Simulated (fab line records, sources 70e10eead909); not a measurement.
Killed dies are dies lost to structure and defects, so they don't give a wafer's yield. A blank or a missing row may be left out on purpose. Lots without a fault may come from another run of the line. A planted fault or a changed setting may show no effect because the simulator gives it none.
Which tool did it? | flow nand_harc | 14 lots, 42 wafers sampled, at 5 steps of a route of 1302

WHAT THE GAUGES READ, wafer by wafer
NHARC_A_CHANNEL_HOLE_D1_CD_MEAS_30.
lot  | measured     | on        | cd_nm (nm)
L292 | day 9 02:26  | cd_sem-02 | 90.4 90.8 90.8
L293 | day 9 12:18  | cd_sem-02 | 89.3 91.3 89.7
L297 | day 11 06:21 | cd_sem-01 | 88.2 89.0 90.1
L298 | day 11 09:45 | cd_sem-01 | 89.3 89.2 90.2
L300 | day 12 04:56 | cd_sem-01 | 91.6 88.3 89.3
L301 | day 12 14:56 | cd_sem-01 | 91.5 89.9 89.8
L303 | day 13 04:21 | cd_sem-03 | 92.2 91.4 90.1
L304 | day 13 08:31 | cd_sem-01 | 88.7 90.6 91.2
L305 | day 14 11:05 | cd_sem-01 | 90.6 88.8 91.1
L308 | day 15 16:13 | cd_sem-03 | 90.7 90.0 90.2
L310 | day 16 03:34 | cd_sem-02 | -0.2 1.4 -0.3
L311 | day 17 10:55 | cd_sem-03 | -0.2 -0.7 1.3
L312 | day 17 16:11 | cd_sem-02 | 90.7 90.6 90.5
L315 | day 18 23:23 | cd_sem-02 | 91.7 90.8 91.0

WHICH TOOL RAN EACH LOT (tool, then ch and the chambers of the sampled wafers, then the start)
lot  | NHARC_A_CHANNEL_HOLE_D1_ETCH_38    | NHARC_A_CHANNEL_HOLE_D1_ETCH_20  | NHARC_A_CHANNEL_HOLE_D1_ETCH_24  | NHARC_A_CHANNEL_HOLE_D1_ETCH_26
L292 | rie_diel-11 ch 1,3, day 8 19:40    | har_etch-02 ch 0, day 8 20:55    | har_etch-02 ch 0, day 8 23:01    | har_etch-02 ch 0, day 9 00:34
L293 | rie_diel-01 ch 0,2,3, day 9 02:22  | har_etch-01 ch 0,1, day 9 06:56  | har_etch-01 ch 0,1, day 9 09:02  | har_etch-01 ch 0,1, day 9 10:36
L297 | rie_diel-09 ch 0,2,3, day 10 21:21 | har_etch-01 ch 0,1, day 11 00:56 | har_etch-01 ch 0,1, day 11 02:58 | har_etch-01 ch 0,1, day 11 04:37
L298 | rie_diel-11 ch 1,2,3, day 10 21:32 | har_etch-02 ch 0,1, day 11 04:19 | har_etch-02 ch 0,1, day 11 06:20 | har_etch-02 ch 0,1, day 11 08:00
L300 | rie_diel-09 ch 0,2,3, day 11 22:11 | har_etch-01 ch 0,1, day 11 23:31 | har_etch-01 ch 0,1, day 12 01:32 | har_etch-01 ch 0,1, day 12 03:11
L301 | rie_diel-11 ch 1,2,3, day 12 04:16 | har_etch-02 ch 0, day 12 09:20   | har_etch-02 ch 0, day 12 11:22   | har_etch-02 ch 0, day 12 13:01
L303 | rie_diel-09 ch 0,1, day 12 21:35   | har_etch-01 ch 1, day 12 22:59   | har_etch-01 ch 1, day 13 01:05   | har_etch-01 ch 1, day 13 02:38
L304 | rie_diel-11 ch 1,2,3, day 13 01:50 | har_etch-01 ch 0,1, day 13 03:07 | har_etch-01 ch 0,1, day 13 05:08 | har_etch-01 ch 0,1, day 13 06:47
L305 | rie_diel-11 ch 0,3, day 14 02:16   | har_etch-02 ch 0,1, day 14 05:41 | har_etch-02 ch 0,1, day 14 07:43 | har_etch-02 ch 0,1, day 14 09:22
L308 | rie_diel-11 ch 1,2,3, day 15 07:50 | har_etch-02 ch 0,1, day 15 10:47 | har_etch-02 ch 0,1, day 15 12:49 | har_etch-02 ch 0,1, day 15 14:28
L310 | rie_diel-11 ch 1,2, day 15 19:44   | har_etch-01 ch 0,1, day 15 21:58 | har_etch-01 ch 0,1, day 16 00:04 | har_etch-01 ch 0,1, day 16 01:36
L311 | rie_diel-11 ch 0,1,3, day 17 04:15 | har_etch-01 ch 0,1, day 17 05:35 | har_etch-01 ch 0,1, day 17 07:44 | har_etch-01 ch 0,1, day 17 09:12
L312 | rie_diel-11 ch 0,1,2, day 17 04:16 | har_etch-02 ch 0,1, day 17 10:50 | har_etch-02 ch 0,1, day 17 12:55 | har_etch-02 ch 0,1, day 17 14:29
L315 | rie_diel-11 ch 0,1,2, day 18 16:44 | har_etch-02 ch 0,1, day 18 18:03 | har_etch-02 ch 0,1, day 18 20:14 | har_etch-02 ch 0,1, day 18 21:41
- NHARC_A_CHANNEL_HOLE_D1_ETCH_38: etches the open film in CF4, target depth 39 nm, time 65 s.
- NHARC_A_CHANNEL_HOLE_D1_ETCH_20: etches the open film in C4F8/O2/Ar, time 361.9 s, target depth 1600 nm.
- NHARC_A_CHANNEL_HOLE_D1_ETCH_24: etches the open film in C4F8/O2/Ar, time 906.2 s, target depth 1500 nm.
- NHARC_A_CHANNEL_HOLE_D1_ETCH_26: etches the open film in C4F8/O2/Ar, time 224.1 s, target depth 300 nm.

WHAT THE TOOLS THEMSELVES READ (means of the sampled wafers that have a number; where no wafer has one, the mark that the record gives instead)
NHARC_A_CHANNEL_HOLE_D1_ETCH_38.
lot  | tool        | bias_w (W) | cf4_flow_sccm (sccm) | drypump_motor_current_A (A) | oes_product_au (a.u.) | rf_vpp_V (V) | showerhead_plenum_p_Torr (Torr) | throttle_valve_pct (%)
L292 | rie_diel-11 | 100.1      | 149.9                | 5.9                         | 0.995                 | 150.8        | 1.74                            | 13.289
L293 | rie_diel-01 | 99.8       | 149.8                | 5.9                         | 1.010                 | 150.3        | 1.72                            | 13.289
L297 | rie_diel-09 | 100.0      | 150.2                | 5.9                         | 0.998                 | 151.1        | 1.78                            | 13.272
L298 | rie_diel-11 | 99.9       | 150.2                | 5.8                         | 1.008                 | 151.3        | 1.74                            | 13.288
L300 | rie_diel-09 | 100.1      | 150.0                | 5.9                         | 0.993                 | 151.7        | 1.77                            | 13.283
L301 | rie_diel-11 | 99.9       | 149.9                | 5.8                         | 1.006                 | 150.9        | 1.74                            | 13.286
L303 | rie_diel-09 | 100.4      | 149.7                | 6.3                         | 0.984                 | 150.9        | 1.72                            | 13.283
L304 | rie_diel-11 | 100.1      | 149.6                | 5.8                         | 1.012                 | 151.7        | 1.74                            | 13.275
L305 | rie_diel-11 | 100.1      | 149.2                | 5.8                         | 1.015                 | 150.1        | 1.72                            | 13.283
L308 | rie_diel-11 | 99.9       | 150.3                | 5.8                         | 0.997                 | 151.0        | 1.74                            | 13.281
L310 | rie_diel-11 | 100.0      | 149.4                | 5.8                         | 0.981                 | 150.8        | 1.74                            | 13.281
L311 | rie_diel-11 | 100.1      | 150.0                | 6.0                         | 1.000                 | 151.2        | 1.72                            | 13.285
L312 | rie_diel-11 | 99.7       | 150.0                | 5.9                         | 1.004                 | 151.4        | 1.72                            | 13.280
L315 | rie_diel-11 | 100.1      | 149.9                | 5.8                         | 1.002                 | 150.2        | 1.72                            | 13.285

NHARC_A_CHANNEL_HOLE_D1_ETCH_20.
lot  | tool        | c4f8_flow_sccm (sccm) | chamber_pressure_mTorr (mTorr) | drypump_motor_current_A (A) | o2_flow_sccm (sccm) | showerhead_plenum_p_Torr (Torr) | throttle_valve_pct (%)
L292 | har_etch-02 | 89.37                 | 20.016                         | 6.3                         | 35.72               | 3.56                            | 32.162
L293 | har_etch-01 | 89.32                 | 19.977                         | 5.9                         | 35.57               | 3.72                            | 32.147
L297 | har_etch-01 | 89.50                 | 20.005                         | 5.9                         | 35.75               | 3.70                            | 32.152
L298 | har_etch-02 | 89.88                 | 20.002                         | 5.5                         | 35.67               | 3.68                            | 32.153
L300 | har_etch-01 | 89.32                 | 20.010                         | 5.9                         | 35.72               | 3.70                            | 32.148
L301 | har_etch-02 | 89.48                 | 20.001                         | 6.2                         | 35.53               | 3.54                            | 32.152
L303 | har_etch-01 | 89.23                 | 19.985                         | 5.9                         | 35.74               | 3.70                            | 32.153
L304 | har_etch-01 | 89.07                 | 19.992                         | 5.9                         | 35.72               | 3.69                            | 32.147
L305 | har_etch-02 | 88.95                 | 20.010                         | 5.5                         | 35.62               | 3.66                            | 32.157
L308 | har_etch-02 | 89.29                 | 19.998                         | 5.9                         | 35.71               | 3.58                            | 32.162
L310 | har_etch-01 | 89.36                 | 19.984                         | 5.9                         | 35.76               | 3.67                            | 32.152
L311 | har_etch-01 | 89.42                 | 19.997                         | 5.9                         | 35.68               | 3.67                            | 32.149
L312 | har_etch-02 | 89.62                 | 19.987                         | 5.5                         | 35.64               | 3.78                            | 32.149
L315 | har_etch-02 | 89.18                 | 20.009                         | 5.5                         | 35.47               | 3.77                            | 32.153

NHARC_A_CHANNEL_HOLE_D1_ETCH_24.
lot  | tool        | c4f8_flow_sccm (sccm) | chamber_pressure_mTorr (mTorr) | drypump_motor_current_A (A) | o2_flow_sccm (sccm) | showerhead_plenum_p_Torr (Torr) | throttle_valve_pct (%)
L292 | har_etch-02 | 93.92                 | 19.985                         | 6.3                         | 31.22               | 3.56                            | 32.237
L293 | har_etch-01 | 93.65                 | 20.018                         | 5.9                         | 31.24               | 3.71                            | 32.239
L297 | har_etch-01 | 93.57                 | 19.990                         | 5.9                         | 31.23               | 3.70                            | 32.239
L298 | har_etch-02 | 93.58                 | 19.995                         | 5.5                         | 31.17               | 3.68                            | 32.235
L300 | har_etch-01 | 93.87                 | 20.017                         | 5.9                         | 31.18               | 3.70                            | 32.224
L301 | har_etch-02 | 94.08                 | 20.009                         | 6.2                         | 31.27               | 3.53                            | 32.237
L303 | har_etch-01 | 93.70                 | 20.002                         | 5.9                         | 31.25               | 3.69                            | 32.225
L304 | har_etch-01 | 94.02                 | 20.007                         | 5.9                         | 31.24               | 3.69                            | 32.252
L305 | har_etch-02 | 93.82                 | 20.003                         | 5.5                         | 31.16               | 3.65                            | 32.233
L308 | har_etch-02 | 93.65                 | 19.993                         | 5.9                         | 31.25               | 3.58                            | 32.239
L310 | har_etch-01 | -                     | -                              | -                           | -                   | -                               | -
L311 | har_etch-01 | -                     | -                              | -                           | -                   | -                               | -
L312 | har_etch-02 | 93.83                 | 20.017                         | 5.5                         | 31.27               | 3.78                            | 32.232
L315 | har_etch-02 | 93.94                 | 20.002                         | 5.5                         | 31.23               | 3.77                            | 32.235

NHARC_A_CHANNEL_HOLE_D1_ETCH_26.
lot  | tool        | bias_v (V) | c4f8_flow_sccm (sccm) | drypump_motor_current_A (A) | o2_flow_sccm (sccm) | showerhead_plenum_p_Torr (Torr) | throttle_valve_pct (%)
L292 | har_etch-02 | 300.9      | 11.44                 | 6.2                         | 113.7               | 3.60                            | 24.587
L293 | har_etch-01 | 299.6      | 11.39                 | 5.9                         | 113.8               | 3.76                            | 24.585
L297 | har_etch-01 | 304.2      | 11.40                 | 5.9                         | 113.6               | 3.75                            | 24.589
L298 | har_etch-02 | 302.9      | 11.39                 | 5.5                         | 113.5               | 3.73                            | 24.586
L300 | har_etch-01 | 297.7      | 11.43                 | 5.9                         | 113.6               | 3.75                            | 24.582
L301 | har_etch-02 | 302.7      | 11.42                 | 6.3                         | 114.1               | 3.57                            | 24.578
L303 | har_etch-01 | 301.7      | 11.39                 | 5.9                         | 113.2               | 3.74                            | 24.589
L304 | har_etch-01 | 299.5      | 11.43                 | 5.9                         | 113.6               | 3.74                            | 24.580
L305 | har_etch-02 | 299.6      | 11.36                 | 5.5                         | 113.7               | 3.70                            | 24.584
L308 | har_etch-02 | 301.3      | 11.40                 | 5.8                         | 113.3               | 3.62                            | 24.594
L310 | har_etch-01 | 302.1      | 11.41                 | 5.9                         | 113.4               | 3.71                            | 24.580
L311 | har_etch-01 | 301.4      | 11.42                 | 5.9                         | 113.6               | 3.71                            | 24.576
L312 | har_etch-02 | 298.6      | 11.40                 | 5.5                         | 113.4               | 3.83                            | 24.595
L315 | har_etch-02 | 300.0      | 11.39                 | 5.5                         | 113.4               | 3.82                            | 24.587

THE ANSWER, worked out from the rows above alone
Rule: what is usual is taken from the lots themselves. Put in order of their means at a reading, lots are off if they are a third of the lots or fewer, leave a main group of 4 or more, and stand apart from it by a gap of 3 or more times the standard deviation of the main group's means; of several such gaps the widest counts. A main group whose means are all the same, to the digits that the tables above print for the reading, isn't used. A lot without any number at a reading at which 4 lots or more have one is off too. The other lots that the step has rows for count as sound. The gauges are gone through in route order, then the tools' own readings, and for those a lot's mean is taken as printed above. The first step at which some lot is off is used, and at that step the reading that is off furthest; a lot without a number counts as furthest.
Off: L310, L311, at NHARC_A_CHANNEL_HOLE_D1_CD_MEAS_30 (cd_nm). The main group: mean 90.3 nm, standard deviation 0.59.
A tool fits if, at a process step before that reading, it ran every lot that is off, and no sound lot after the first of them. The gauges at NHARC_A_CHANNEL_HOLE_D1_CD_MEAS_30 aren't tried: what is off there is off at NHARC_A_CHANNEL_HOLE_D1_ETCH_24 too, on other tools, and a gauge's error can't cause that. One fits: har_etch-01 at NHARC_A_CHANNEL_HOLE_D1_ETCH_20 and NHARC_A_CHANNEL_HOLE_D1_ETCH_24 and NHARC_A_CHANNEL_HOLE_D1_ETCH_26. At NHARC_A_CHANNEL_HOLE_D1_ETCH_20 its last sound lot is L304 (day 13 03:07), its first lot that is off L310 (day 15 21:58): a fault that began between those two fits.

WHAT THE SIMULATOR HAD PUT IN
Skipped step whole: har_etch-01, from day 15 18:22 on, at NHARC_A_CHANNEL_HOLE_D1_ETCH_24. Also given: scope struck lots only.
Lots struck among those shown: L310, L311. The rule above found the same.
